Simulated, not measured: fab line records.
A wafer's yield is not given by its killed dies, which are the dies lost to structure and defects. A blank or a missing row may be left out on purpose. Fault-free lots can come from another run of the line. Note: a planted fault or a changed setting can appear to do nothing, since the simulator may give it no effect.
The tool behind it: which one?    flow nandHarc    11 lots with 33 wafers sampled at 2 steps, on a route of 1159 steps

WHAT THE GAUGES READ, wafer by wafer
NHARC_A_ONON_D1_THK_MEAS_11: measures by ellipsometry.
lot   measured      on            thkNm (nm)
L077  day 8 08:39   filmMetro-02  991 990 990
L078  day 8 17:21   filmMetro-02  1006 1005 1006
L082  day 9 13:33   filmMetro-01  1000 1000 998
L083  day 9 23:51   filmMetro-01  1010 1008 1009
L085  day 10 16:22  filmMetro-01  1000 998 999
L087  day 11 09:19  filmMetro-02  1020 1021 1019
L088  day 11 09:34  filmMetro-02  998 998 997
L091  day 11 16:44  filmMetro-02  1011 1010 1010
L095  day 12 11:59  filmMetro-01  1003 1001 1001
L094  day 12 16:29  filmMetro-01  1020 1021 1020
L097  day 12 22:46  filmMetro-01  979 981 982

WHAT TOOL EACH LOT RAN ON (gives the tool, then ch and the chambers of the sampled wafers, and finally the start)
lot   NHARC_P_BONDPAD_ETCH_37
L077  rieDiel-03 ch 0,2,3, day 7 03:44
L078  rieDiel-03 ch 0,1,2, day 7 13:29
L082  rieDiel-03 ch 0,2, day 8 10:45
L083  rieDiel-03 ch 2,3, day 8 18:35
L085  rieDiel-03 ch 0,1,2, day 9 12:20
L087  rieDiel-05 ch 0,2,3, day 10 01:08
L088  rieDiel-08 ch 1,2, day 10 02:01
L091  rieDiel-03 ch 2,3, day 10 12:14
L095  rieDiel-03 ch 0,1,3, day 11 08:56
L094  rieDiel-03 ch 0,1,2, day 11 12:12
L097  rieDiel-03 ch 0,1,2, day 11 19:35
- NHARC_P_BONDPAD_ETCH_37: etches the open film in N2/H2, target depth 60 nm, overetch 18 nm, time 65.91 s.

THE ANSWER, worked out from the rows above alone
Rule: what is usual is taken from the lots themselves. Put in order of their means at a reading, lots are off if they are a third of the lots or fewer, leave a main group of 4 or more, and stand apart from it by a gap of 3 or more times the standard deviation of the main group's means; of several such gaps the widest counts. A main group is skipped when, at the precision printed for the reading in the tables above, its means are all equal. Also off: a lot with no number at a reading for which 4 or more lots have one. Where the step has rows for the other lots, those lots are counted as sound.
Across all readings shown, no lot is off: no conclusion can be drawn from this.

WHAT THE SIMULATOR PUT IN
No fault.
